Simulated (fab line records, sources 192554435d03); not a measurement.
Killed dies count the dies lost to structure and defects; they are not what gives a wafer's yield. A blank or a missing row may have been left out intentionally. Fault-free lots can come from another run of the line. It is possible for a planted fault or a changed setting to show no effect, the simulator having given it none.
Chamber matching / flow n5Finfet / N5_BEOL_M9_ETCH_76 on rieDiel-05 has 4 sister chambers
The step etches underlayer in N2/H2, target depth 6.5 nm, time 5.2 s. 20 wafers are shown with their chamber, then 10 later ones without.

EACH WAFER AND ITS CHAMBER
wafer=L075.3; chamber=2; throttleValvePct (%)=17.58; etchRfOnTimeS (s)=5.17; oesProductAu (a.u.)=0.80
wafer=L075.5; chamber=1; throttleValvePct (%)=18.12; etchRfOnTimeS (s)=5.11; oesProductAu (a.u.)=0.60
wafer=L075.6; chamber=0; throttleValvePct (%)=18.06; etchRfOnTimeS (s)=5.24; oesProductAu (a.u.)=0.58
wafer=L083.1; chamber=0; throttleValvePct (%)=18.05; etchRfOnTimeS (s)=5.37; oesProductAu (a.u.)=0.58
wafer=L083.2; chamber=3; throttleValvePct (%)=18.36; etchRfOnTimeS (s)=5.36; oesProductAu (a.u.)=0.59
wafer=L083.5; chamber=1; throttleValvePct (%)=18.15; etchRfOnTimeS (s)=5.14; oesProductAu (a.u.)=0.59
wafer=L079.2; chamber=2; throttleValvePct (%)=17.58; etchRfOnTimeS (s)=5.13; oesProductAu (a.u.)=0.78
wafer=L079.4; chamber=3; throttleValvePct (%)=18.36; etchRfOnTimeS (s)=5.35; oesProductAu (a.u.)=0.59
wafer=L079.6; chamber=0; throttleValvePct (%)=18.06; etchRfOnTimeS (s)=5.19; oesProductAu (a.u.)=0.58
wafer=L080.1; chamber=3; throttleValvePct (%)=18.36; etchRfOnTimeS (s)=5.43; oesProductAu (a.u.)=0.59
wafer=L080.2; chamber=0; throttleValvePct (%)=18.06; etchRfOnTimeS (s)=5.23; oesProductAu (a.u.)=0.57
wafer=L080.5; chamber=1; throttleValvePct (%)=18.16; etchRfOnTimeS (s)=5.12; oesProductAu (a.u.)=0.59
wafer=L090.1; chamber=0; throttleValvePct (%)=18.07; etchRfOnTimeS (s)=5.25; oesProductAu (a.u.)=0.57
wafer=L090.4; chamber=2; throttleValvePct (%)=17.60; etchRfOnTimeS (s)=5.10; oesProductAu (a.u.)=0.74
wafer=L090.5; chamber=0; throttleValvePct (%)=18.07; etchRfOnTimeS (s)=5.20; oesProductAu (a.u.)=0.57
wafer=L091.1; chamber=2; throttleValvePct (%)=17.63; etchRfOnTimeS (s)=5.18; oesProductAu (a.u.)=0.73
wafer=L091.4; chamber=1; throttleValvePct (%)=18.15; etchRfOnTimeS (s)=5.07; oesProductAu (a.u.)=0.59
wafer=L091.5; chamber=2; throttleValvePct (%)=17.63; etchRfOnTimeS (s)=5.13; oesProductAu (a.u.)=0.74
wafer=L092.1; chamber=2; throttleValvePct (%)=17.63; etchRfOnTimeS (s)=5.26; oesProductAu (a.u.)=0.72
wafer=L092.4; chamber=0; throttleValvePct (%)=17.63; etchRfOnTimeS (s)=5.24; oesProductAu (a.u.)=0.85

SIGNATURES (means of the wafers above)
reading=throttleValvePct; chamber 0=18.0000; chamber 1=18.1450; chamber 2=17.6083; chamber 3=18.3600; scatter within a chamber=0.101
reading=etchRfOnTimeS; chamber 0=5.2457; chamber 1=5.1100; chamber 2=5.1617; chamber 3=5.3800; scatter within a chamber=0.052
reading=oesProductAu; chamber 0=0.6143; chamber 1=0.5925; chamber 2=0.7517; chamber 3=0.5900; scatter within a chamber=0.0661
Rule: a wafer's distance from a chamber is the root of the sum, over the readings, of the square of ((its reading less the chamber's mean) divided by the reading's scatter). The wafer belongs to the nearest chamber; if the next one is less than 2 further off, it can't be placed. How the scatter is found: for the shown wafers, subtract from each reading the mean of its chamber, square and add these, divide the total by (wafers less chambers), then take the root.

WAFERS WITH NO CHAMBER GIVEN
wafer=L092.5; throttleValvePct (%)=18.20; etchRfOnTimeS (s)=5.21; oesProductAu (a.u.)=0.56
wafer=L093.1; throttleValvePct (%)=17.66; etchRfOnTimeS (s)=5.13; oesProductAu (a.u.)=0.85
wafer=L093.4; throttleValvePct (%)=17.60; etchRfOnTimeS (s)=5.18; oesProductAu (a.u.)=0.72
wafer=L093.6; throttleValvePct (%)=17.65; etchRfOnTimeS (s)=5.17; oesProductAu (a.u.)=0.85
wafer=L096.1; throttleValvePct (%)=18.39; etchRfOnTimeS (s)=5.41; oesProductAu (a.u.)=0.58
wafer=L096.3; throttleValvePct (%)=17.64; etchRfOnTimeS (s)=5.14; oesProductAu (a.u.)=0.83
wafer=L096.5; throttleValvePct (%)=18.38; etchRfOnTimeS (s)=5.41; oesProductAu (a.u.)=0.58
wafer=L095.3; throttleValvePct (%)=18.39; etchRfOnTimeS (s)=5.40; oesProductAu (a.u.)=0.58
wafer=L095.5; throttleValvePct (%)=17.61; etchRfOnTimeS (s)=5.17; oesProductAu (a.u.)=0.72
wafer=L095.6; throttleValvePct (%)=18.40; etchRfOnTimeS (s)=5.36; oesProductAu (a.u.)=0.58

WHICH CHAMBER EACH ONE RAN IN
wafer=L092.5; from the rows above=can't be placed: 1 or 0 or 3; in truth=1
wafer=L093.1; from the rows above=2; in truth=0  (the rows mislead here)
wafer=L093.4; from the rows above=2; in truth=2
wafer=L093.6; from the rows above=2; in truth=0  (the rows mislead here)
wafer=L096.1; from the rows above=3; in truth=3
wafer=L096.3; from the rows above=2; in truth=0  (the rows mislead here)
wafer=L096.5; from the rows above=3; in truth=3
wafer=L095.3; from the rows above=3; in truth=3
wafer=L095.5; from the rows above=2; in truth=2
wafer=L095.6; from the rows above=3; in truth=3
Correct placement for 6 of the 10. Not placeable from these rows: 1 (in 1, the candidates include the true chamber). Placed wrongly: 3.
